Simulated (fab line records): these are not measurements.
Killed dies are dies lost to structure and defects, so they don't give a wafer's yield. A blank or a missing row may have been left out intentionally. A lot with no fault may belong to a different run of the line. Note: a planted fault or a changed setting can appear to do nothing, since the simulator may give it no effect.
Problem report, 8D (eight disciplines) form, completed by code    flow n5Finfet    the parts of the form that need people (team, actions taken, sign-off) are left out

== 1. WHAT WENT WRONG ==
killed_at_M4_up at N5_PASSIVATION_PROBE_49 reads a mean of 123 on 9 wafers of 3 lots; wafers without a fault read 14 with a standard deviation of 5.6. Relative to the usual mean, that is a shift of +20 standard deviations.
Seen first at day 17 13:16 on prober-01, wafer L323.1. The record holds 15 wafers of 5 lots with a number at this step. Rule for "out" (also "out of limits"): further than 4 standard deviations from the usual mean. The other wafers with a number count as sound.

== 2. WHAT THIS IS AND IS NOT ==
question                     is                      is not
which readings at this step  killed_at_M4_up         killedAtContacts, killedShort
which lots                   L322, L323, L324        L310, L313
which wafers of those lots   all that have a number  -
read on which tools          prober-01, prober-02    -
when                         from day 17 13:16       up to then (6 sound wafers)

== 3. SUSPECTS, AND WHAT RULES EACH OUT ==
Counting: a tool stays on the suspect list if, at a process step up to the reading, it processed all lots that are out and no sound lot following the first of them.
- rieDiel-02 at N5_BEOL_M8_STRIP_80 (strips in N2/H2, time 10 s): kept. All lots that are out passed through it, beginning with L323 at day 14 12:42, and no sound lot followed; its final sound lot before that point was L313 at day 12 11:45.
Remaining after the count: rieDiel-02 at N5_BEOL_M8_STRIP_80.

== 4. THE CAUSE (what the simulator had put in) ==
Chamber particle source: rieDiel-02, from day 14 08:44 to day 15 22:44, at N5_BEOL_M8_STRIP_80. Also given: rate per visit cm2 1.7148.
Only this tool survived the counting.

== 5. SEQUENCE OF EFFECTS, ordered by route ==
Rows list readings where the struck wafers' mean (over those with a number) sits beyond 3 standard deviations from the usual. Scope: only readings with a usual standard deviation given in the record; hours: median across lots of the time from each lot's start at the first step in this table that gives one to its start at this step; sigmas: change in usual standard deviations.
hours  step                     reading              usual   on struck wafers  change  sigmas
0      N5_PASSIVATION_PROBE_49  defectLimitedYield   91.4 %  81.8              -9.6    -7.4
0      N5_PASSIVATION_PROBE_49  killed_at_M4_up      14      123               +109    +20
0      N5_PASSIVATION_PROBE_49  killedDies           101     215               +114    +7.6
0      N5_PASSIVATION_PROBE_49  killedOnRim          13      29                +16     +4.0
0      N5_PASSIVATION_PROBE_49  sort_bin_5_function  5.0 %   10.8              +5.8    +7.2
0      N5_PASSIVATION_PROBE_49  sortNPass            1079    965               -114    -7.6
0      N5_PASSIVATION_PROBE_49  sortYieldPct         91.4 %  81.8              -9.6    -7.4
Process steps it contains:
- N5_PASSIVATION_PROBE_49

== 6. WHAT WOULD HAVE CAUGHT IT SOONER ==
In this record the first reading out of limits was taken at day 17 13:16, 77 hours after the fault began at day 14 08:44.
An alarm limit of 4 standard deviations would not have fired on the tool readings at N5_BEOL_M8_STRIP_80 for which the record gives a usual standard deviation, since none of them was out on any struck wafer.
The start of N5_BEOL_M8_STRIP_80 on rieDiel-02 came by day 17 13:16 for every one of the lots that are out (3). Holding the tool at that point would not have protected any of them.
